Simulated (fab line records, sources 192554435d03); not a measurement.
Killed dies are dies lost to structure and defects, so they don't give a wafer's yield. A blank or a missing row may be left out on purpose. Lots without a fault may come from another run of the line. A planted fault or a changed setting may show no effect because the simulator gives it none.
One fault seen from 2 desks | flow n5_finfet | each desk has only its own numbers; what lay behind them comes last

THE METROLOGY DESK
What the gauges read, lot by lot, whatever tool the lot ran on: means of the sampled wafers that have a number. A lot is out of limits, marked OUT, if its mean lies more than 4 standard deviations from the usual mean; the brackets give that distance.
Columns: A = cd_nm at N5_PASSIVATION_CD_MEAS_10, usual 2999.7 nm
lot  | first seen here | A
L422 | day 14 16:25    | 2996.1
L423 | day 15 06:46    | 3000.8
L424 | day 15 16:32    | 3000.0
L426 | day 16 21:04    | 3000.6
L429 | day 17 01:42    | 2997.6
L430 | day 17 01:49    | 2998.3
L433 | day 17 14:44    | 2997.5
L431 | day 18 04:13    | 3000.7
L441 | day 19 17:14    | 2999.8
L442 | day 21 21:58    | 2996.1
This desk's finding: nothing out of limits on any of the 10 lots.

THE TOOL OWNER'S DESK: rie_diel-04
The tool's own readings at N5_MIM_BOT_ETCH_STRIP_01 (strips in O2): means of the sampled wafers that have a number, for each lot that ran on this tool. A lot is out of limits, marked OUT, if its mean lies more than 4 standard deviations from the usual mean; the brackets give that distance.
Columns: A = chamber_pressure_mTorr at N5_MIM_BOT_ETCH_STRIP_01, usual 30.01 mTorr; B = drypump_motor_current_A at N5_MIM_BOT_ETCH_STRIP_01, usual 5.6 A; C = o2_flow_sccm at N5_MIM_BOT_ETCH_STRIP_01, usual 225.0 sccm; D = oes_product_au at N5_MIM_BOT_ETCH_STRIP_01, usual 0.79 a.u.; E = rf_vpp_V at N5_MIM_BOT_ETCH_STRIP_01, usual 3.8 V; F = showerhead_plenum_p_Torr at N5_MIM_BOT_ETCH_STRIP_01, usual 2.07 Torr; G = throttle_valve_pct at N5_MIM_BOT_ETCH_STRIP_01, usual 16.45 %
lot  | first seen here | A               | B   | C     | D    | E   | F    | G
L423 | day 15 05:38    | 30.00           | 5.9 | 225.2 | 0.81 | 3.2 | 2.10 | 16.45
L429 | day 16 18:46    | 29.95           | 5.9 | 225.7 | 0.84 | 3.7 | 2.06 | 16.41
L430 | day 16 18:55    | 33.03 (+42) OUT | 6.2 | 225.5 | 0.84 | 3.9 | 2.10 | 16.45
L431 | day 18 00:00    | 32.96 (+42) OUT | 6.2 | 225.0 | 0.84 | 2.6 | 2.09 | 16.43
This desk's finding: out of limits on L430, L431; first on L430, day 16 18:55 (chamber_pressure_mTorr at N5_MIM_BOT_ETCH_STRIP_01). In limits: L423, L429.

PUT TOGETHER
The tool owner's desk could have raised an alarm at day 16 18:55, on L430, L431.
The metrology desk saw nothing out of limits.
The metrology desk has L430, L431 on record, within its limits.
Of the lots named, all ran N5_MIM_BOT_ETCH_STRIP_01 on rie_diel-04.

WHAT THE SIMULATOR HAD PUT IN
Process parameter drift: rie_diel-04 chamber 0, from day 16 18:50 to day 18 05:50, at N5_MIM_BOT_ETCH_STRIP_01. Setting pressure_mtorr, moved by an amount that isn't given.
Lots struck among those shown: L430, L431.
Hours from the fault's start to each desk's first reading out of limits: the tool owner's desk, 0.
